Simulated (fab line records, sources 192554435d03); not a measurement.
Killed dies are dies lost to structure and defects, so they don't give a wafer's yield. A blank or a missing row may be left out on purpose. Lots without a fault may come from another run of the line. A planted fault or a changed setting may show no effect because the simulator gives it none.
Which tool did it? | flow n5_finfet | 24 lots, 72 wafers sampled, at 2 steps of a route of 1938

WHAT THE GAUGES READ, wafer by wafer
N5_BEOL_M3_CD_MEAS_28: target cd 25.7 nm, target cd y 23.3 nm.
lot  | measured     | on        | cd_nm (nm)
L074 | day 7 09:58  | cd_sem-03 | 25.80 25.15 25.50
L075 | day 7 12:50  | cd_sem-02 | 25.50 25.76 26.02
L076 | day 7 14:10  | cd_sem-03 | 25.99 25.67 25.53
L077 | day 8 07:11  | cd_sem-01 | 25.72 25.92 25.93
L078 | day 8 07:52  | cd_sem-03 | 25.85 25.97 25.56
L079 | day 8 11:19  | cd_sem-02 | 25.61 25.66 25.59
L080 | day 8 18:28  | cd_sem-01 | 25.89 25.45 25.54
L081 | day 9 11:22  | cd_sem-02 | 25.38 25.72 25.96
L082 | day 9 19:44  | cd_sem-03 | 25.70 25.73 25.97
L083 | day 10 01:12 | cd_sem-02 | 25.69 26.17 25.52
L084 | day 10 03:58 | cd_sem-02 | 26.35 25.64 25.78
L086 | day 10 04:01 | cd_sem-03 | 25.63 25.96 26.05
L085 | day 10 11:52 | cd_sem-03 | 26.05 25.49 25.82
L088 | day 11 00:26 | cd_sem-02 | 26.08 25.69 25.78
L087 | day 11 00:37 | cd_sem-03 | 25.51 25.34 25.31
L090 | day 11 02:47 | cd_sem-03 | 25.98 25.67 25.81
L089 | day 11 04:27 | cd_sem-03 | 25.91 25.74 25.83
L091 | day 12 05:04 | cd_sem-02 | 25.48 25.64 25.39
L092 | day 12 07:54 | cd_sem-03 | 25.58 26.04 25.58
L093 | day 12 08:32 | cd_sem-03 | 25.86 25.83 25.31
L094 | day 12 11:22 | cd_sem-02 | 25.38 25.91 25.44
L095 | day 12 14:43 | cd_sem-02 | 25.72 26.23 25.35
L096 | day 12 23:33 | cd_sem-02 | 25.73 25.67 25.20
L097 | day 13 14:30 | cd_sem-01 | 25.92 25.67 25.62

N5_BEOL_M3_INSPECT_30: inspects for defects (brightfield).
lot  | measured     | on                | raw_defect_count
L074 | day 7 10:02  | defect_inspect-01 | 381 424 397
L075 | day 7 12:56  | defect_inspect-01 | 535 375 510
L076 | day 7 14:15  | defect_inspect-01 | 382 475 523
L077 | day 8 07:16  | defect_inspect-01 | 469 482 466
L078 | day 8 07:58  | defect_inspect-02 | 355 409 363
L079 | day 8 11:24  | defect_inspect-02 | 464 288 446
L080 | day 8 18:32  | defect_inspect-01 | 394 380 405
L081 | day 9 11:27  | defect_inspect-01 | 412 419 496
L082 | day 9 19:49  | defect_inspect-01 | 442 407 421
L083 | day 10 01:17 | defect_inspect-01 | 434 384 378
L084 | day 10 04:03 | defect_inspect-01 | 218 334 184
L086 | day 10 04:07 | defect_inspect-02 | 403 314 316
L085 | day 10 11:58 | defect_inspect-01 | 312 386 323
L088 | day 11 00:31 | defect_inspect-01 | 444 422 476
L087 | day 11 00:42 | defect_inspect-01 | 527 317 457
L090 | day 11 02:52 | defect_inspect-02 | 479 415 405
L089 | day 11 04:32 | defect_inspect-02 | 417 301 329
L091 | day 12 05:09 | defect_inspect-01 | 446 322 437
L092 | day 12 07:59 | defect_inspect-01 | 483 544 546
L093 | day 12 08:38 | defect_inspect-01 | 524 483 510
L094 | day 12 11:27 | defect_inspect-02 | 330 377 359
L095 | day 12 14:47 | defect_inspect-02 | 402 375 579
L096 | day 12 23:38 | defect_inspect-01 | 391 397 432
L097 | day 13 14:35 | defect_inspect-02 | 413 291 440

WHICH TOOL RAN EACH LOT (tool, then ch and the chambers of the sampled wafers, then the start)
The record holds no process step before these readings.

WHAT THE TOOLS THEMSELVES READ (means of the sampled wafers that have a number; where no wafer has one, the mark that the record gives instead)
The record holds no such reading with a usual standard deviation.

THE ANSWER, worked out from the rows above alone
Rule: what is usual is taken from the lots themselves. Put in order of their means at a reading, lots are off if they are a third of the lots or fewer, leave a main group of 4 or more, and stand apart from it by a gap of 3 or more times the standard deviation of the main group's means; of several such gaps the widest counts. A main group whose means are all the same, to the digits that the tables above print for the reading, isn't used. A lot without any number at a reading at which 4 lots or more have one is off too. The other lots that the step has rows for count as sound. The gauges are gone through in route order, then the tools' own readings, and for those a lot's mean is taken as printed above. The first step at which some lot is off is used, and at that step the reading that is off furthest; a lot without a number counts as furthest.
No lot is off at any reading shown: from this, nothing can be told.

WHAT THE SIMULATOR HAD PUT IN
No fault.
